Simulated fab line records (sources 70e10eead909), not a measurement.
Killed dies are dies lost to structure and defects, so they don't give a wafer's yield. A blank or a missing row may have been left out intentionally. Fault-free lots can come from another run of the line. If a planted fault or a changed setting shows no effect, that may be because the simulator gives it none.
Comparing a struck lot with a sound one | flow nand_harc | 14 out of 1302 route steps
Sound: these wafers, L135.1, L135.3, L135.4. Struck: wafer L137.4 (L137.3, L137.5, from the same lot, were not struck and are left out); the cause is given at the end.
Each step with rows lists, per side, the tool, then ch with its chambers, then its first start. Under that, the readings that differ: sound wafers | struck wafers | difference of the means | sigmas: that difference in standard deviations of wafers without a fault.
alike: words and numbers the same on both sides, and readings whose means are apart by under 2 such deviations; not compared: readings that were withheld, readings missing a value for some wafer, numbers with overlapping values and no deviation given by the record, and bounds like >300 which may hide the same value.
A row with sigmas, a row that says differs or no value, or rows on one side alone: a step with any of these is where the two part. When numbers do not overlap yet have no deviation, they are printed without sigmas and do not part them. A reading missing from all wafers of one side parts the sides only when that side holds two or more wafers.

first, 4 steps without rows for these wafers: NHARC_P_BONDPAD_EBR_05; NHARC_P_BONDPAD_EXPOSE_06 (exposes mask P BPAD); NHARC_P_BONDPAD_PEB_07 (peb time 80 s); NHARC_P_BONDPAD_DEVELOP_08 (time 50 s).
NHARC_P_BONDPAD_CD_MEAS_09: target cd 500 nm.
  sound on cd_sem-03 ch 0, day 10 09:42; struck on cd_sem-03 ch 0, day 11 14:52
  alike: cd_nm
NHARC_P_BONDPAD_OVL_MEAS_38:
  sound on overlay-01 at day 10 09:47; struck on overlay-02 at day 11 14:58
  alike: overlay_x_nm, overlay_y_nm
then, 1 step without rows for these wafers: NHARC_P_BONDPAD_HARDBAKE_10 (time 65 s).
NHARC_P_BONDPAD_DESCUM_11: chemistry O2, time 3 s.
  sound on rie_diel-05 ch 0,1,2, day 10 09:55; struck on rie_diel-02 ch 2, day 11 15:05
  reading                | sound       | struck | difference | sigmas
  rf_hours_counter_h (h) | 4.3 4.7 4.0 | 1.5    | -2.8       |
  alike: drypump_motor_current_A, oes_product_au, rf_vpp_V, showerhead_plenum_p_Torr, throttle_valve_pct
NHARC_P_BONDPAD_ETCH_37: etches the open film in N2/H2, target depth 60 nm, overetch 18 nm, time 65.91 s.
  sound on rie_diel-05 ch 0,1,2, day 10 10:00; struck on rie_diel-02 ch 1, day 11 15:10
  reading                | sound             | struck | difference | sigmas
  oes_product_au (a.u.)  | 0.983 0.999 1.001 | 1.013  | +0.019     | +2
  rf_hours_counter_h (h) | 4.3 4.0 4.7       | 1.4    | -2.9       |
  alike: drypump_motor_current_A, rf_vpp_V, showerhead_plenum_p_Torr, throttle_valve_pct
NHARC_P_BONDPAD_ETCH_12: etches the open film in CHF3/O2, target depth 200 nm, time 100 s.
  sound: rie_diel-05 ch 1,2,3; struck: rie_diel-02 ch 3
  reading                     | sound             | struck | difference | sigmas
  drypump_motor_current_A (A) | 4.9 5.6 5.5       | 6.5    | +1.2       | +2
  oes_product_au (a.u.)       | 0.951 0.925 0.935 | 0.972  | +0.035     | +2
  rf_hours_counter_h (h)      | 4.4 4.8 4.7       | 1.8    | -2.8       |
  alike: rf_vpp_V, showerhead_plenum_p_Torr, throttle_valve_pct
NHARC_P_BONDPAD_CD_MEAS_13:
  sound on cd_sem-03 at day 10 10:14; struck on cd_sem-02 at day 11 15:24
  alike: cd_nm
NHARC_P_BONDPAD_STRIP_15: strips in O2.
  sound on rie_diel-03 ch 0,2,3, day 10 10:18; struck on rie_diel-03 ch 3, day 11 15:28
  alike: drypump_motor_current_A, oes_product_au, rf_vpp_V, showerhead_plenum_p_Torr, throttle_valve_pct
  not compared: rf_hours_counter_h
NHARC_P_BONDPAD_ETCH_24: etches the open film in CF4/N2, target depth 30 nm, time 72.99 s.
  sound on rie_diel-03 ch 2,3, day 10 10:29; struck on rie_diel-03 ch 3, day 11 15:37
  reading               | sound             | struck | difference | sigmas
  oes_product_au (a.u.) | 0.992 0.988 0.999 | 0.803  | -0.190     | -20
  alike: drypump_motor_current_A, rf_vpp_V, showerhead_plenum_p_Torr, throttle_valve_pct
  not compared: rf_hours_counter_h
then, 1 step without rows for these wafers: NHARC_P_BONDPAD_STRIP_16 (strips in post etch residue remover, time 600 s).

== WHERE THEY PART ==
At NHARC_P_BONDPAD_ETCH_37 first; at NHARC_P_BONDPAD_ETCH_24 last (within this record only).

WHY: what had been put in by the simulator
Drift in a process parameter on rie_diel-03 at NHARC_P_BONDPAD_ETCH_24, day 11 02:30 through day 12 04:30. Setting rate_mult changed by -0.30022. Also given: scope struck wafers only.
